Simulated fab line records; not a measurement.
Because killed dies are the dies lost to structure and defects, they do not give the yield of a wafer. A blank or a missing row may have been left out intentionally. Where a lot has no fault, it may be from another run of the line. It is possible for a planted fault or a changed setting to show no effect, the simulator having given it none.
Struck lot and sound lot, side by side    flow n5_finfet    17 steps out of a route of 1938
Sound: the wafers L341.2, L341.4, L341.5. Struck: wafers L353.1, L353.5 (left out: L353.6, a lot-mate that was not struck); the cause follows at the end.
At each step with rows: each side's tool, then ch and its chambers, then its first start. Under that, the readings that differ: sound wafers    struck wafers    difference of the means    sigmas: that difference in standard deviations of wafers without a fault.
alike: readings with means less than 2 such deviations apart, plus words and numbers identical on both sides. not compared: withheld readings, readings lacking a value on some wafer, bounds such as >300 that could conceal the same value, and numbers that have no deviation in the record and whose values overlap.
A row with sigmas, a row that says differs or no value, or rows on one side alone: a step with any of these is where the two part. Non-overlapping numbers with no deviation appear without sigmas and do not part them. A reading that every wafer of one side lacks parts them only if that side has two wafers or more.

N5_SPACER0_INSPECT_04: inspects for defects (darkfield).
  sound: defect_inspect-02 at day 4 08:36; struck: defect_inspect-01 at day 7 08:10
  alike: raw_defect_count
then, 8 steps without rows for these wafers: N5_SD_EPI_N_COAT_32 (time 60 s, resist thk 350 nm); N5_SD_EPI_N_COAT_33 (time 60 s, resist thk 35 nm); N5_SD_EPI_N_COAT_03 (resist thk 150 nm); N5_SD_EPI_N_EBR_05; N5_SD_EPI_N_SOFTBAKE_04 (time 60 s); N5_SD_EPI_N_EXPOSE_06 (exposes mask SD N BLK, target cd 120 nm); N5_SD_EPI_N_PEB_07 (peb time 60 s); N5_SD_EPI_N_DEVELOP_08 (develop time 30 s).
N5_SD_EPI_N_CD_MEAS_09 targets a cd of 120 nm.
  sound on cd_sem-03 ch 0, day 4 09:00; struck on cd_sem-01 ch 0, day 7 08:26
  alike: cd_nm
N5_SD_EPI_N_OVL_MEAS_10:
  sound on overlay-01 ch 0, day 4 09:02; struck on overlay-02 ch 0, day 7 08:28
  alike: SD_N_BLK_OVL
N5_SD_EPI_N_INSPECT_11: inspects for defects (macro).
  sound: defect_inspect-01 at day 4 09:03; struck: defect_inspect-01 at day 7 08:29
  alike: raw_defect_count
N5_SD_EPI_N_DESCUM_14: chemistry O2, time 7.9 s.
  sound on rie_diel-04 ch 0,1,2, day 4 09:10; struck on rie_diel-05 ch 0,1, day 7 08:31
reading                                              sound            struck     difference  sigmas
showerhead_plenum_p_Torr (Torr)                      2.05 2.18 2.16   1.99 1.96  -0.15       -2
model.CAR-ArF-block_of_SD_EPI_N_COAT_03.thk_nm (nm)  143.8 143.6 144  141.8 142  -1.9        
  alike: drypump_motor_current_A, oes_product_au, rf_vpp_V, throttle_valve_pct
  not compared: rf_hours_counter_h
N5_SD_EPI_N_ETCH_34: etches SiARC in CF4, target depth 45.5 nm, time 75.8 s.
  sound on rie_diel-04 ch 0,1,2, day 4 09:13; struck on rie_diel-05 ch 0,1, day 7 08:34
reading                                              sound              struck       difference  sigmas
showerhead_plenum_p_Torr (Torr)                      2.10 2.21 2.23     2.03 2.01    -0.16       -2
model.CAR-ArF-block_of_SD_EPI_N_COAT_03.thk_nm (nm)  111.2 111.2 111.4  109.2 109.4  -2.0        
  alike: drypump_motor_current_A, etch_rf_on_time_s, oes_product_au, rf_vpp_V, throttle_valve_pct
  not compared: rf_hours_counter_h
N5_SD_EPI_N_ETCH_35: etches SOC in N2/H2, overetch 108 nm, time 486 s.
  sound on rie_diel-04 ch 0,1,2, day 4 09:16; struck on rie_diel-05 ch 0,1, day 7 08:37
reading                          sound              struck       difference  sigmas
rf_vpp_V (V)                     241.0 241.3 242.3  238.3 238.4  -3.2        -2
showerhead_plenum_p_Torr (Torr)  2.50 2.61 2.65     2.40 2.40    -0.19       -2
  alike: drypump_motor_current_A, oes_product_au, throttle_valve_pct
  not compared: rf_hours_counter_h
-- record jumps: 5 days separate the struck wafers' starts on either side; left off in module SD_EPI_N, taken up again in module BEOL_M4, whose first shown step is the route's number 1111 --
N5_BEOL_M4_RC_MEAS_101:
  sound on prober-01 ch 0, day 9 11:44; struck on prober-02 ch 0, day 11 20:40
  alike: DIBL_N, DIBL_P, IOFF_N, IOFF_P, ION_N, ION_P, SS_N, SS_P, VT_N, VT_P
-- the record jumps here: 4 days lie between the struck wafers' starts before and after (it left off in module BEOL_M4 and takes up again in module PASSIVATION, whose first step shown is number 1936 of the route) --
N5_PASSIVATION_PROBE_49:
  sound: prober-01 at day 13 21:32; struck: prober-01 at day 16 03:34
  alike: defect_limited_yield, killed_at_M0_to_M3, killed_at_M4_up, killed_at_contacts, killed_at_front_end, killed_at_other, killed_dies, killed_open, killed_short, sort_bin_4_leakage, sort_bin_5_function, sort_bin_6_memory, sort_bin_8_speed, sort_n_pass, sort_yield_pct

== WHERE THEY PART ==
Earliest at N5_SD_EPI_N_DESCUM_14; latest, in this record, at N5_SD_EPI_N_ETCH_35. Later steps at which nothing parts them and some readings are alike: N5_BEOL_M4_RC_MEAS_101, N5_PASSIVATION_PROBE_49.

WHY: the cause the simulator had injected
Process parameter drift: rie_diel-05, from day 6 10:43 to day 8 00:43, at N5_SD_EPI_N_DESCUM_14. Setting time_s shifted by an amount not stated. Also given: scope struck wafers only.
